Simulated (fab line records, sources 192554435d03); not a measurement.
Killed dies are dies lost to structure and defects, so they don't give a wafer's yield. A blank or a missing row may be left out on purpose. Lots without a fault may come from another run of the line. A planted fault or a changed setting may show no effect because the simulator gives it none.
A struck lot beside a sound one | flow n5_finfet | 15 steps out of a route of 1938
Sound: wafers L251.2, L251.3, L251.6. Struck: wafers L259.1, L259.3, L259.5. The cause comes at the end.
At each step with rows: each side's tool, then ch and its chambers, then its first start. Under that, the readings that differ: sound wafers | struck wafers | difference of the means | sigmas: that difference in standard deviations of wafers without a fault.
alike: readings whose means differ by less than 2 such deviations, and words and numbers that are the same on both sides. not compared: withheld readings, readings that some wafer has no value for, bounds like >300 that may hide the same value, and numbers for which the record gives no deviation and whose values overlap.
The two part at a step that has a row with sigmas, a row that says differs or no value, or rows on one side only. Numbers that don't overlap but have no deviation are shown without sigmas and don't part them. A reading that every wafer of one side lacks parts them only if that side has two wafers or more.

N5_BEOL_M0_SPUTTER_116: material Cu, target thk 4 nm, time 7.37 s.
  sound on pvd_sputter-01, day 5 19:50; struck on pvd_sputter-02, day 8 02:31
  alike: substrate_temp_c, throttle_valve_pct
then, 1 step without rows for these wafers: N5_BEOL_M0_ANNEAL_117 (time 60 s).
N5_BEOL_M0_SPUTTER_132: material Cu, target thk 4 nm, time 7.37 s.
  sound on pvd_sputter-01, day 5 19:57; struck on pvd_sputter-02, day 8 02:38
  alike: substrate_temp_c, throttle_valve_pct
then, 2 steps without rows for these wafers: N5_BEOL_M0_ANNEAL_133 (time 60 s); N5_BEOL_M0_SPUTTER_134 (material Cu, target thk 4 nm, time 7.37 s).
N5_BEOL_M0_ANNEAL_135: time 60 s.
  sound on pvd_sputter-01, day 5 20:09; struck on pvd_sputter-02, day 8 02:50
  alike: heater_power_w
then, 3 steps without rows for these wafers: N5_BEOL_M0_SPUTTER_141 (material Cu, target thk 4 nm, time 7.37 s); N5_BEOL_M0_ECD_118 (material Cu, target thk 300 nm); N5_BEOL_M0_ANNEAL_119 (time 90 s).
N5_BEOL_M0_CMP_120: polishes, stops on SiOC, t overpolish 6.9 s.
  sound on cmp-03 ch 0,2,3, day 5 21:23; struck on cmp-03 ch 0,2,3, day 8 06:13
  alike: barrier_field_endpoint_s, motor_current_A, overpolish_run_s, slurry_flow_ml_min, time_to_endpoint_s
  not compared: pad_life_wafers
N5_BEOL_M0_PRE_CLEAN_131: time 15 s.
  sound on cvd_co-01 ch 0,1,2, day 5 21:41; struck on cvd_co-01 ch 0,1,2, day 8 06:34
  alike: heater_power_w, rf_fwd_power_W
  not compared: since_wet_clean_h
N5_BEOL_M0_CO_CAP_123: material Co, precursor CCTBA/H2, target thk 2 nm, time 102.1 s.
  sound on cvd_co-01 ch 0,1,2, day 5 21:44; struck on cvd_co-01 ch 0,1,2, day 8 06:36
  no value came back on the struck wafers for chamber_pressure_Torr (Torr), heater_power_outer_w (W), heater_power_w (W); on the sound wafers chamber_pressure_Torr (Torr) reads 30.06 30.04 29.92
  not compared: since_wet_clean_h
then, 1 step without rows for these wafers: N5_BEOL_M0_PRE_CLEAN_124 (time 15 s).
N5_BEOL_M4_RC_MEAS_101:
  sound on prober-02 ch 0, day 7 18:53; struck on prober-02 ch 0, day 10 02:19
  reading        | sound             | struck            | difference | sigmas
  DIBL_P (mV/V)  | 37.0 38.8 38.0    | 33.5 34.2 31.3    | -4.9       | -3
  IOFF_N (nA/um) | 0.161 0.196 0.179 | 0.130 0.139 0.104 | -0.054     | -2
  IOFF_P (nA/um) | 0.23 0.26 0.25    | 0.18 0.19 0.15    | -0.07      | -2
  VT_N (mV)      | 247 245 246       | 254 254 258       | +9         | +3
  alike: DIBL_N, ION_N, ION_P, SS_N, SS_P, VT_P
N5_PASSIVATION_PROBE_49:
  the record has rows for the sound wafers here (prober-01, day 12 09:46) and none for the struck ones

WHERE THEY PART
First at N5_BEOL_M0_CO_CAP_123; last, within this record, at N5_PASSIVATION_PROBE_49.

WHY: what the simulator had put in
Skipped step whole: cvd_co-01, from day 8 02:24 on, at N5_BEOL_M0_CO_CAP_123. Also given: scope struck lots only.
